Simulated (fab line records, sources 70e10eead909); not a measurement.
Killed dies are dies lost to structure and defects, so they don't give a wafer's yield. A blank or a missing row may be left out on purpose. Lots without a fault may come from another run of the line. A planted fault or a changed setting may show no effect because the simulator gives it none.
Chamber matching | flow nand_harc | NHARC_P_CONTACT_STRIP_28 on rie_diel-08: 4 sister chambers
The step strips in O2. 4 wafers are shown with their chamber, then 7 later ones without.

WAFERS WITH THEIR CHAMBER
wafer  | chamber | chamber_pressure_mTorr (mTorr)
L228.3 | 3       | 60.07
L230.6 | 0       | 59.87
L231.1 | 2       | 60.14
L231.4 | 1       | 60.06

WAFERS WITHOUT THEIR CHAMBER
wafer  | chamber_pressure_mTorr (mTorr)
L231.6 | 60.09
L238.1 | 59.95
L238.3 | 59.88
L238.4 | 60.00
L241.1 | 59.94
L241.3 | 59.98
L241.4 | 59.95

WHICH CHAMBER EACH WENT THROUGH
wafer  | from the rows above               | in truth
L231.6 | can't be placed: 3 or 1 or 2      | 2
L238.1 | can't be placed: 0 or 1 or 3 or 2 | 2
L238.3 | 0                                 | 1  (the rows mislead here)
L238.4 | can't be placed: 1 or 3 or 0 or 2 | 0
L241.1 | can't be placed: 0 or 1 or 3      | 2
L241.3 | can't be placed: 1 or 3 or 0 or 2 | 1
L241.4 | can't be placed: 0 or 1 or 3 or 2 | 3
Placed correctly: 0 of 7. Can't be placed from these rows: 6 (the true chamber is among the candidates in 5). Placed wrongly: 1.
How it was worked out, from the rows above alone: a wafer's distance from a chamber is the root of the sum, over the readings, of the square of ((its reading less the chamber's mean) divided by the reading's scatter). The wafer belongs to the nearest chamber; if the next one is less than 2 further off, it can't be placed. A chamber's mean is the mean of its shown wafers. The scatter: with one shown wafer a chamber, the root of the mean of the squares of how far each hidden wafer lies from its nearest shown one.
